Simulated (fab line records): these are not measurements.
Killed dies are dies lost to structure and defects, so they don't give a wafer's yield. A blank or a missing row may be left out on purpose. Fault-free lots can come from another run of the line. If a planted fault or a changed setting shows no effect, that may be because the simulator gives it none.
Which of the tools did it? || flow n5-finfet || 26 wafers from 9 lots sampled at 6 of the route's 1938 steps

## WHAT EACH GAUGE READ, for each wafer
N5_BEOL_M4_RC_MEAS_101. Usual: DIBL_N 36.5 mV/V, standard deviation 1.2; DIBL_P 36.5 mV/V, standard deviation 1.6; IOFF_N 0.162 nA/um, standard deviation 0.023; IOFF_P 0.221 nA/um, standard deviation 0.03; ION_N 678 uA/um, standard deviation 8; ION_P 466 uA/um, standard deviation 6.3; SS_N 71.6 mV/dec, standard deviation 0.46; SS_P 73.3 mV/dec, standard deviation 0.57; VT_N 249.2 mV, standard deviation 2.6; VT_P -249 mV, standard deviation 3.3.
{"lot": "L580", "measured": "day 8 15:49", "on": "prober-02", "DIBL_N (mV/V)": "38.6 36.6 37.1", "DIBL_P (mV/V)": "36.2 34.8 34.5", "IOFF_N (nA/um)": "0.178 0.144 0.149", "IOFF_P (nA/um)": "0.225 0.207 0.197", "ION_N (uA/um)": "683 665 679", "ION_P (uA/um)": "463 460 463", "SS_N (mV/dec)": "71.8 71.2 72.2", "SS_P (mV/dec)": "73.7 73.2 72.9", "VT_N (mV)": "247.0 249.8 249.5", "VT_P (mV)": "-252 -250 -252", "flag": ""}
{"lot": "L583", "measured": "day 10 19:10", "on": "prober-02", "DIBL_N (mV/V)": "34.9 35.4 36.6", "DIBL_P (mV/V)": "33.9 32.9 34.1", "IOFF_N (nA/um)": "0.131 0.129 0.145", "IOFF_P (nA/um)": "0.212 0.198 0.216", "ION_N (uA/um)": "674 664 668", "ION_P (uA/um)": "468 456 469", "SS_N (mV/dec)": "71.7 71.5 72.1", "SS_P (mV/dec)": "72.4 72.3 72.4", "VT_N (mV)": "250.3 253.1 250.4", "VT_P (mV)": "-247 -251 -247", "flag": ""}
{"lot": "L584", "measured": "day 11 01:40", "on": "prober-02", "DIBL_N (mV/V)": "36.6 37.0 36.9", "DIBL_P (mV/V)": "38.9 39.9 39.0", "IOFF_N (nA/um)": "0.186 0.209 0.191", "IOFF_P (nA/um)": "0.239 0.253 0.232", "ION_N (uA/um)": "683 693 682", "ION_P (uA/um)": "467 470 470", "SS_N (mV/dec)": "71.1 71.8 71.4", "SS_P (mV/dec)": "74.4 73.7 73.8", "VT_N (mV)": "248.0 244.0 246.5", "VT_P (mV)": "-248 -245 -248", "flag": ""}
{"lot": "L585", "measured": "day 11 11:43", "on": "prober-02", "DIBL_N (mV/V)": "36.5 35.3", "DIBL_P (mV/V)": "37.9 36.7", "IOFF_N (nA/um)": "0.169 0.151", "IOFF_P (nA/um)": "0.252 0.234", "ION_N (uA/um)": "686 677", "ION_P (uA/um)": "475 470", "SS_N (mV/dec)": "72.2 72.2", "SS_P (mV/dec)": "73.7 73.3", "VT_N (mV)": "248.9 248.3", "VT_P (mV)": "-245 -245", "flag": ""}
{"lot": "L593", "measured": "day 13 02:37", "on": "prober-01", "DIBL_N (mV/V)": "36.6 36.0 37.1", "DIBL_P (mV/V)": "36.6 36.7 37.6", "IOFF_N (nA/um)": "0.161 0.152 0.177", "IOFF_P (nA/um)": "0.226 0.232 0.246", "ION_N (uA/um)": "682 670 686", "ION_P (uA/um)": "467 466 471", "SS_N (mV/dec)": "71.9 71.6 71.3", "SS_P (mV/dec)": "73.1 73.4 72.5", "VT_N (mV)": "251.7 251.2 247.3", "VT_P (mV)": "-247 -251 -246", "flag": ""}
{"lot": "L594", "measured": "day 13 03:07", "on": "prober-02", "DIBL_N (mV/V)": "35.8 36.0 37.3", "DIBL_P (mV/V)": "35.7 35.9 36.7", "IOFF_N (nA/um)": "0.152 0.150 0.168", "IOFF_P (nA/um)": "0.210 0.220 0.224", "ION_N (uA/um)": "676 668 667", "ION_P (uA/um)": "464 458 461", "SS_N (mV/dec)": "71.9 71.1 71.9", "SS_P (mV/dec)": "73.0 72.9 74.1", "VT_N (mV)": "250.9 252.0 250.8", "VT_P (mV)": "-250 -249 -248", "flag": ""}
{"lot": "L599", "measured": "day 14 12:09", "on": "prober-02", "DIBL_N (mV/V)": "38.8 36.4 38.4", "DIBL_P (mV/V)": "39.4 36.0 38.4", "IOFF_N (nA/um)": "0.225 0.173 0.204", "IOFF_P (nA/um)": "0.302 0.244 0.288", "ION_N (uA/um)": "700 682 687", "ION_P (uA/um)": "475 471 479", "SS_N (mV/dec)": "72.1 71.6 71.8", "SS_P (mV/dec)": "74.0 72.6 74.0", "VT_N (mV)": "243.9 246.0 246.0", "VT_P (mV)": "-244 -245 -244", "flag": ""}
{"lot": "L602", "measured": "day 15 21:52", "on": "prober-02", "DIBL_N (mV/V)": "36.5 34.9 34.3", "DIBL_P (mV/V)": "36.1 33.7 34.0", "IOFF_N (nA/um)": "0.189 0.157 0.154", "IOFF_P (nA/um)": "0.268 0.225 0.230", "ION_N (uA/um)": "692 680 686", "ION_P (uA/um)": "478 474 477", "SS_N (mV/dec)": "71.5 71.4 71.4", "SS_P (mV/dec)": "73.4 72.5 72.6", "VT_N (mV)": "246.6 248.0 248.0", "VT_P (mV)": "-241 -245 -246", "flag": ""}
{"lot": "L600", "measured": "day 16 04:32", "on": "prober-01", "DIBL_N (mV/V)": "38.0 37.1 36.0", "DIBL_P (mV/V)": "36.7 35.6 34.9", "IOFF_N (nA/um)": "0.167 0.155 0.138", "IOFF_P (nA/um)": "0.214 0.203 0.189", "ION_N (uA/um)": "674 677 672", "ION_P (uA/um)": "462 465 464", "SS_N (mV/dec)": "72.0 71.5 71.7", "SS_P (mV/dec)": "74.3 72.9 73.1", "VT_N (mV)": "246.7 248.8 250.6", "VT_P (mV)": "-249 -250 -249", "flag": ""}

## WHICH TOOL RAN EACH LOT (tool, then ch and the chambers of the sampled wafers, then the start)
{"lot": "L580", "N5_BEOL_M0_HM_OPEN_105": "rie-metal-03 ch 0,1, day 5 21:12", "N5_BEOL_M0_ALD_136": "ald-metal-01 ch 1,2, day 5 22:12", "N5_BEOL_M0_ANNEAL_133": "pvd-sputter-03, day 5 23:00", "N5_BEOL_M0_SPUTTER_134": "pvd-sputter-03, day 5 23:02", "N5_BEOL_M0_CMP_120": "cmp-01 ch 0,1,2, day 5 23:46"}
{"lot": "L583", "N5_BEOL_M0_HM_OPEN_105": "rie-metal-01 ch 0,1, day 6 15:01", "N5_BEOL_M0_ALD_136": "ald-metal-01 ch 0,2, day 6 16:11", "N5_BEOL_M0_ANNEAL_133": "pvd-sputter-01, day 6 17:13", "N5_BEOL_M0_SPUTTER_134": "pvd-sputter-01, day 6 17:15", "N5_BEOL_M0_CMP_120": "cmp-02 ch 0,1,3, day 6 17:58"}
{"lot": "L584", "N5_BEOL_M0_HM_OPEN_105": "rie-metal-02 ch 0,1, day 6 15:03", "N5_BEOL_M0_ALD_136": "ald-metal-01 ch 0,1,3, day 6 16:25", "N5_BEOL_M0_ANNEAL_133": "pvd-sputter-03, day 6 17:15", "N5_BEOL_M0_SPUTTER_134": "pvd-sputter-03, day 6 17:17", "N5_BEOL_M0_CMP_120": "cmp-01 ch 1,2, day 6 18:19"}
{"lot": "L585", "N5_BEOL_M0_HM_OPEN_105": "rie-metal-03 ch 0,1, day 7 03:59", "N5_BEOL_M0_ALD_136": "ald-metal-01 ch 2,3, day 7 05:23", "N5_BEOL_M0_ANNEAL_133": "pvd-sputter-02, day 7 06:11", "N5_BEOL_M0_SPUTTER_134": "pvd-sputter-02, day 7 06:15", "N5_BEOL_M0_CMP_120": "cmp-01 ch 0,1, day 7 07:05"}
{"lot": "L593", "N5_BEOL_M0_HM_OPEN_105": "rie-metal-02 ch 0,1, day 10 18:36", "N5_BEOL_M0_ALD_136": "ald-metal-01 ch 0,2,3, day 10 20:08", "N5_BEOL_M0_ANNEAL_133": "pvd-sputter-03, day 10 21:46", "N5_BEOL_M0_SPUTTER_134": "pvd-sputter-03, day 10 21:49", "N5_BEOL_M0_CMP_120": "cmp-02 ch 0,1, day 10 22:27"}
{"lot": "L594", "N5_BEOL_M0_HM_OPEN_105": "rie-metal-03 ch 0,1, day 10 18:36", "N5_BEOL_M0_ALD_136": "ald-metal-02 ch 0,1,3, day 10 22:07", "N5_BEOL_M0_ANNEAL_133": "pvd-sputter-03, day 10 22:49", "N5_BEOL_M0_SPUTTER_134": "pvd-sputter-03, day 10 22:51", "N5_BEOL_M0_CMP_120": "cmp-01 ch 0,2, day 10 23:38"}
{"lot": "L599", "N5_BEOL_M0_HM_OPEN_105": "rie-metal-03 ch 1, day 12 06:25", "N5_BEOL_M0_ALD_136": "ald-metal-02 ch 0,1,2, day 12 07:50", "N5_BEOL_M0_ANNEAL_133": "pvd-sputter-03, day 12 09:02", "N5_BEOL_M0_SPUTTER_134": "pvd-sputter-03, day 12 09:04", "N5_BEOL_M0_CMP_120": "cmp-02 ch 0,1, day 12 09:41"}
{"lot": "L602", "N5_BEOL_M0_HM_OPEN_105": "rie-metal-01 ch 0,1, day 13 13:49", "N5_BEOL_M0_ALD_136": "ald-metal-03 ch 0,2,3, day 13 15:47", "N5_BEOL_M0_ANNEAL_133": "pvd-sputter-02, day 13 16:39", "N5_BEOL_M0_SPUTTER_134": "pvd-sputter-02, day 13 16:41", "N5_BEOL_M0_CMP_120": "cmp-04 ch 1,2,3, day 13 18:50"}
{"lot": "L600", "N5_BEOL_M0_HM_OPEN_105": "rie-metal-03 ch 0, day 13 14:26", "N5_BEOL_M0_ALD_136": "ald-metal-03 ch 1,2, day 13 16:01", "N5_BEOL_M0_ANNEAL_133": "pvd-sputter-01, day 13 16:54", "N5_BEOL_M0_SPUTTER_134": "pvd-sputter-01, day 13 16:56", "N5_BEOL_M0_CMP_120": "cmp-02 ch 1,2,3, day 13 19:07"}
- N5_BEOL_M0_HM_OPEN_105: chemistry Cl2/BCl3, target TiN, target depth 12 nm.
- N5_BEOL_M0_ALD_136: deposits TaN, pulse time 2 s, purge time 3 s, co reactant purge time 2 s.
- N5_BEOL_M0_ANNEAL_133: time 60 s.
- N5_BEOL_M0_SPUTTER_134: material Cu, target thk 4 nm, time 7.37 s.
- N5_BEOL_M0_CMP_120: polishes, stops on SiOC, t overpolish 6.9 s.

## AS READ BY THE TOOLS THEMSELVES (means over the sampled wafers that have a number; for cases with no such wafer, the mark the record gives instead)
N5_BEOL_M0_HM_OPEN_105. Usual: drypump-motor-current-A 5.9 A, standard deviation 0.53; mfc-ar-sccm 24.99 sccm, standard deviation 0.077; mfc-cl2-sccm 53.24 sccm, standard deviation 0.17; oes-product-au 0.79 a.u., standard deviation 0.11; throttle-valve-pct 21.77 %, standard deviation 0.18.
{"lot": "L580", "tool": "rie-metal-03", "drypump-motor-current-A (A)": 5.4, "mfc-ar-sccm (sccm)": 25.03, "mfc-cl2-sccm (sccm)": 53.12, "oes-product-au (a.u.)": 0.75, "throttle-valve-pct (%)": 21.68, "flag": ""}
{"lot": "L583", "tool": "rie-metal-01", "drypump-motor-current-A (A)": 6.3, "mfc-ar-sccm (sccm)": 25.04, "mfc-cl2-sccm (sccm)": 53.40, "oes-product-au (a.u.)": 0.73, "throttle-valve-pct (%)": 21.79, "flag": ""}
{"lot": "L584", "tool": "rie-metal-02", "drypump-motor-current-A (A)": 5.7, "mfc-ar-sccm (sccm)": 25.04, "mfc-cl2-sccm (sccm)": 53.26, "oes-product-au (a.u.)": 0.72, "throttle-valve-pct (%)": 21.98, "flag": ""}
{"lot": "L585", "tool": "rie-metal-03", "drypump-motor-current-A (A)": 5.5, "mfc-ar-sccm (sccm)": 25.02, "mfc-cl2-sccm (sccm)": 53.15, "oes-product-au (a.u.)": 0.72, "throttle-valve-pct (%)": 21.68, "flag": ""}
{"lot": "L593", "tool": "rie-metal-02", "drypump-motor-current-A (A)": 5.8, "mfc-ar-sccm (sccm)": 24.99, "mfc-cl2-sccm (sccm)": 53.21, "oes-product-au (a.u.)": 0.71, "throttle-valve-pct (%)": 21.99, "flag": ""}
{"lot": "L594", "tool": "rie-metal-03", "drypump-motor-current-A (A)": 5.4, "mfc-ar-sccm (sccm)": 25.05, "mfc-cl2-sccm (sccm)": 53.27, "oes-product-au (a.u.)": 0.74, "throttle-valve-pct (%)": 21.70, "flag": ""}
{"lot": "L599", "tool": "rie-metal-03", "drypump-motor-current-A (A)": 5.1, "mfc-ar-sccm (sccm)": 24.94, "mfc-cl2-sccm (sccm)": 53.21, "oes-product-au (a.u.)": 0.79, "throttle-valve-pct (%)": 21.69, "flag": ""}
{"lot": "L602", "tool": "rie-metal-01", "drypump-motor-current-A (A)": 6.4, "mfc-ar-sccm (sccm)": 24.93, "mfc-cl2-sccm (sccm)": 53.26, "oes-product-au (a.u.)": 0.81, "throttle-valve-pct (%)": 21.70, "flag": ""}
{"lot": "L600", "tool": "rie-metal-03", "drypump-motor-current-A (A)": 5.9, "mfc-ar-sccm (sccm)": 24.83, "mfc-cl2-sccm (sccm)": 53.16, "oes-product-au (a.u.)": 0.97, "throttle-valve-pct (%)": 21.41, "flag": ""}

N5_BEOL_M0_ALD_136. Usual: chamber-pressure-Torr 3.000 Torr, standard deviation 0.0065; heater-power-w 424 W, standard deviation 50.
{"lot": "L580", "tool": "ald-metal-01", "chamber-pressure-Torr (Torr)": 3.000, "heater-power-w (W)": 446, "flag": ""}
{"lot": "L583", "tool": "ald-metal-01", "chamber-pressure-Torr (Torr)": 3.002, "heater-power-w (W)": 395, "flag": ""}
{"lot": "L584", "tool": "ald-metal-01", "chamber-pressure-Torr (Torr)": 2.995, "heater-power-w (W)": 384, "flag": ""}
{"lot": "L585", "tool": "ald-metal-01", "chamber-pressure-Torr (Torr)": 3.000, "heater-power-w (W)": 404, "flag": ""}
{"lot": "L593", "tool": "ald-metal-01", "chamber-pressure-Torr (Torr)": 3.002, "heater-power-w (W)": 390, "flag": ""}
{"lot": "L594", "tool": "ald-metal-02", "chamber-pressure-Torr (Torr)": 3.005, "heater-power-w (W)": 455, "flag": ""}
{"lot": "L599", "tool": "ald-metal-02", "chamber-pressure-Torr (Torr)": 2.994, "heater-power-w (W)": 483, "flag": ""}
{"lot": "L602", "tool": "ald-metal-03", "chamber-pressure-Torr (Torr)": 2.996, "heater-power-w (W)": 409, "flag": ""}
{"lot": "L600", "tool": "ald-metal-03", "chamber-pressure-Torr (Torr)": 3.008, "heater-power-w (W)": 392, "flag": ""}

N5_BEOL_M0_ANNEAL_133. Usual: heater-power-w 847 W, standard deviation 97; susceptor_temp_C_max 401.0, standard deviation 0.41.
{"lot": "L580", "tool": "pvd-sputter-03", "heater-power-w (W)": 710, "susceptor_temp_C_max": 401.0, "flag": ""}
{"lot": "L583", "tool": "pvd-sputter-01", "heater-power-w (W)": 985, "susceptor_temp_C_max": 401.0, "flag": ""}
{"lot": "L584", "tool": "pvd-sputter-03", "heater-power-w (W)": 745, "susceptor_temp_C_max": 401.1, "flag": ""}
{"lot": "L585", "tool": "pvd-sputter-02", "heater-power-w (W)": 944, "susceptor_temp_C_max": 400.6, "flag": ""}
{"lot": "L593", "tool": "pvd-sputter-03", "heater-power-w (W)": 753, "susceptor_temp_C_max": 401.1, "flag": ""}
{"lot": "L594", "tool": "pvd-sputter-03", "heater-power-w (W)": 729, "susceptor_temp_C_max": 400.8, "flag": ""}
{"lot": "L599", "tool": "pvd-sputter-03", "heater-power-w (W)": 723, "susceptor_temp_C_max": 401.1, "flag": ""}
{"lot": "L602", "tool": "pvd-sputter-02", "heater-power-w (W)": 872, "susceptor_temp_C_max": 400.6, "flag": ""}
{"lot": "L600", "tool": "pvd-sputter-01", "heater-power-w (W)": 957, "susceptor_temp_C_max": 400.9, "flag": ""}

N5_BEOL_M0_SPUTTER_134. Usual: throttle-valve-pct at 29.7 %, with a standard deviation of 1.1.
{"lot": "L580", "tool": "pvd-sputter-03", "throttle-valve-pct (%)": 30.3, "flag": ""}
{"lot": "L583", "tool": "pvd-sputter-01", "throttle-valve-pct (%)": 30.8, "flag": ""}
{"lot": "L584", "tool": "pvd-sputter-03", "throttle-valve-pct (%)": 29.7, "flag": ""}
{"lot": "L585", "tool": "pvd-sputter-02", "throttle-valve-pct (%)": 30.1, "flag": ""}
{"lot": "L593", "tool": "pvd-sputter-03", "throttle-valve-pct (%)": 29.5, "flag": ""}
{"lot": "L594", "tool": "pvd-sputter-03", "throttle-valve-pct (%)": 29.8, "flag": ""}
{"lot": "L599", "tool": "pvd-sputter-03", "throttle-valve-pct (%)": 30.3, "flag": ""}
{"lot": "L602", "tool": "pvd-sputter-02", "throttle-valve-pct (%)": 30.1, "flag": ""}
{"lot": "L600", "tool": "pvd-sputter-01", "throttle-valve-pct (%)": 30.2, "flag": ""}

N5_BEOL_M0_CMP_120. Usual: barrier-field-endpoint-s 3.63 s, standard deviation 0.11; clearing-platen-down-force-psi 1.5001 psi, standard deviation 0.0029; motor-current-A 6.0 A, standard deviation 0.34; platen-rpm 50.00 rpm, standard deviation 0.032.
{"lot": "L580", "tool": "cmp-01", "barrier-field-endpoint-s (s)": 3.65, "clearing-platen-down-force-psi (psi)": 1.4986, "motor-current-A (A)": 6.2, "platen-rpm (rpm)": 50.00, "flag": ""}
{"lot": "L583", "tool": "cmp-02", "barrier-field-endpoint-s (s)": 3.39, "clearing-platen-down-force-psi (psi)": 1.5039, "motor-current-A (A)": 6.0, "platen-rpm (rpm)": 50.00, "flag": ""}
{"lot": "L584", "tool": "cmp-01", "barrier-field-endpoint-s (s)": 3.37, "clearing-platen-down-force-psi (psi)": 1.4996, "motor-current-A (A)": 6.7, "platen-rpm (rpm)": 50.00, "flag": ""}
{"lot": "L585", "tool": "cmp-01", "barrier-field-endpoint-s (s)": 3.37, "clearing-platen-down-force-psi (psi)": 1.5034, "motor-current-A (A)": 6.3, "platen-rpm (rpm)": 50.00, "flag": ""}
{"lot": "L593", "tool": "cmp-02", "barrier-field-endpoint-s (s)": 3.56, "clearing-platen-down-force-psi (psi)": 1.4981, "motor-current-A (A)": 5.9, "platen-rpm (rpm)": 50.03, "flag": ""}
{"lot": "L594", "tool": "cmp-01", "barrier-field-endpoint-s (s)": 3.50, "clearing-platen-down-force-psi (psi)": 1.4987, "motor-current-A (A)": 5.9, "platen-rpm (rpm)": 49.98, "flag": ""}
{"lot": "L599", "tool": "cmp-02", "barrier-field-endpoint-s (s)": 3.64, "clearing-platen-down-force-psi (psi)": 1.4983, "motor-current-A (A)": 5.9, "platen-rpm (rpm)": 50.02, "flag": ""}
{"lot": "L602", "tool": "cmp-04", "barrier-field-endpoint-s (s)": 3.76, "clearing-platen-down-force-psi (psi)": 1.5009, "motor-current-A (A)": 6.0, "platen-rpm (rpm)": 49.99, "flag": ""}
{"lot": "L600", "tool": "cmp-02", "barrier-field-endpoint-s (s)": 3.74, "clearing-platen-down-force-psi (psi)": 1.4996, "motor-current-A (A)": 5.8, "platen-rpm (rpm)": 50.00, "flag": ""}

## THE ANSWER, worked out from the rows above alone
Rule: lot off if the mean of its wafers having a number is beyond 3 standard deviations from the usual mean. A lot without any number at a reading at which 4 lots or more have one is off too. Any other lot the step has rows for is counted as sound. First the gauges in route order, then the tools' own readings, where a lot's mean is used as printed above. At the first step where some lot is off, the reading lying furthest off is the one used; lots without a number count as furthest.
Nothing can be told from this: no lot is off at any reading shown.

## WHAT THE SIMULATOR PUT IN
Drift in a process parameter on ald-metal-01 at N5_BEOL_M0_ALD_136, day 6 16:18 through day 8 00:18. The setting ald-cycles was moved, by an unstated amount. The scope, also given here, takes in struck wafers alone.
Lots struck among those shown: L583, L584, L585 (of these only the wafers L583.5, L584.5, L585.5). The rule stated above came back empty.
